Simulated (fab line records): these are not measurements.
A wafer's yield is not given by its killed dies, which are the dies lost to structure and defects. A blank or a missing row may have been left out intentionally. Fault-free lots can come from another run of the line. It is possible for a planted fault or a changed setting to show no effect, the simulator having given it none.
Struck lot and sound lot, side by side | flow n5Finfet | 20 steps out of a route of 1938
Sound: these wafers, L856.1, L856.3, L856.4. Wafers struck: L864.1, L864.3, L864.5. The cause is named last.
Each step with rows lists, per side, the tool, then ch with its chambers, then its first start. Under that, the readings that differ: sound wafers | struck wafers | difference of the means | sigmas: that difference in standard deviations of wafers without a fault.
alike: readings with means less than 2 such deviations apart, plus words and numbers identical on both sides. not compared: withheld readings, readings lacking a value on some wafer, bounds such as >300 that could conceal the same value, and numbers that have no deviation in the record and whose values overlap.
The two part at a step that has a row with sigmas, a row that says differs or no value, or rows on one side only. Numbers that don't overlap but have no deviation are shown without sigmas and don't part them. A reading missing from all wafers of one side parts the sides only when that side holds two or more wafers.

first, 8 steps without rows for these wafers: N5_BEOL_M14_DESCUM_15 (chemistry O2, time 7.9 s); N5_BEOL_M14_ETCH_59 (etches BARC in N2/H2, target depth 89 nm, overetch 26.7 nm, time 67.9 s); N5_BEOL_M14_VIA_ETCH_16 (etches SiO2 in C4F8/O2/Ar, target depth 1231.3 nm); N5_BEOL_M14_STRIP_63 (strips in O2); N5_BEOL_M14_STRIP_64 (strips in O2); N5_BEOL_M14_STRIP_71 (strips in post etch residue remover, time 60 s); N5_BEOL_M14_SRD_72 (time 30 s, dry time 30 s); N5_BEOL_M14_COAT_65 (time 60 s, resist thk 450 nm).
N5_BEOL_M14_COAT_66: time 60 s, resist thk 110 nm.
  sound on lithoTrack-02 ch 0, day 11 20:50; struck on lithoTrack-02 ch 0, day 14 00:38
reading                                    | sound                | struck               | difference | sigmas
spinSpeedRpm (rpm)                         | 1501.3 1499.8 1499.5 | 1370.5 1369.4 1370.3 | -130.1     | -99 or more
model.SiARC_of_BEOL_M14_COAT_66.thkNm (nm) | 110.4 110.4 110.2    | 114.8 115.2 115.2    | +4.7       | 
  alike: chillPlateTempC
then, 8 steps without rows for these wafers: N5_BEOL_M14_COAT_22 (resist thk 300 nm); N5_BEOL_M14_EBR_24; N5_BEOL_M14_SOFTBAKE_23 (time 60 s); N5_BEOL_M14_EXPOSE_25 (exposes mask M14, target cd 280 nm); N5_BEOL_M14_PEB_26 (peb time 90 s); N5_BEOL_M14_DEVELOP_27 (develop time 45 s); N5_BEOL_M14_HARDBAKE_32 (time 120 s); N5_BEOL_M14_DESCUM_33 (chemistry O2, time 7.9 s).
N5_BEOL_M14_ETCH_67: etches SiARC in CF4, target depth 143 nm, time 238.3 s.
  sound on rieDiel-06 ch 0,1,2, day 11 21:22; struck on rieDiel-06 ch 0,2, day 14 01:03
reading                                   | sound             | struck            | difference | sigmas
model.etch.depthNm (nm)                   | 110.5 110.4 110.2 | 114.8 115.2 115.1 | +4.7       | 
model.coat_of_BEOL_M14_COAT_22.thkNm (nm) | 211.2 211.2 211.6 | 209.2 208.6 208.4 | -2.6       | 
  alike: chamberPressureMTorr, drypumpMotorCurrentA, etchRfOnTimeS, oesProductAu, rfVppV, showerheadPlenumPTorr, throttleValvePct
  not compared: rfHoursCounterH
N5_BEOL_M14_ETCH_68: etches SOC in N2/H2, time 450 s.
  sound on rieDiel-06 ch 0,1,2, day 11 21:31; struck on rieDiel-06 ch 0,2, day 14 01:11
reading                                    | sound        | struck         | difference | sigmas
model.SiARC_of_BEOL_M14_COAT_66.thkNm (nm) | 66.6 64.6 65 | 69.2 69.6 69.4 | +4.0       | 
  alike: chamberPressureMTorr, drypumpMotorCurrentA, n2FlowSccm, oesProductAu, rfVppV, showerheadPlenumPTorr, throttleValvePct
  not compared: rfHoursCounterH
then, 1 step without rows for these wafers: N5_BEOL_M14_STRIP_69 (strips in N2/H2).

== WHERE THEY PART ==
Within this record, at N5_BEOL_M14_COAT_66 only. Later steps at which nothing parts them and some readings are alike: N5_BEOL_M14_ETCH_67, N5_BEOL_M14_ETCH_68.

WHY: what had been put in by the simulator
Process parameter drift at N5_BEOL_M14_COAT_66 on lithoTrack-02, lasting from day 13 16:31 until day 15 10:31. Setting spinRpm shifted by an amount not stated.
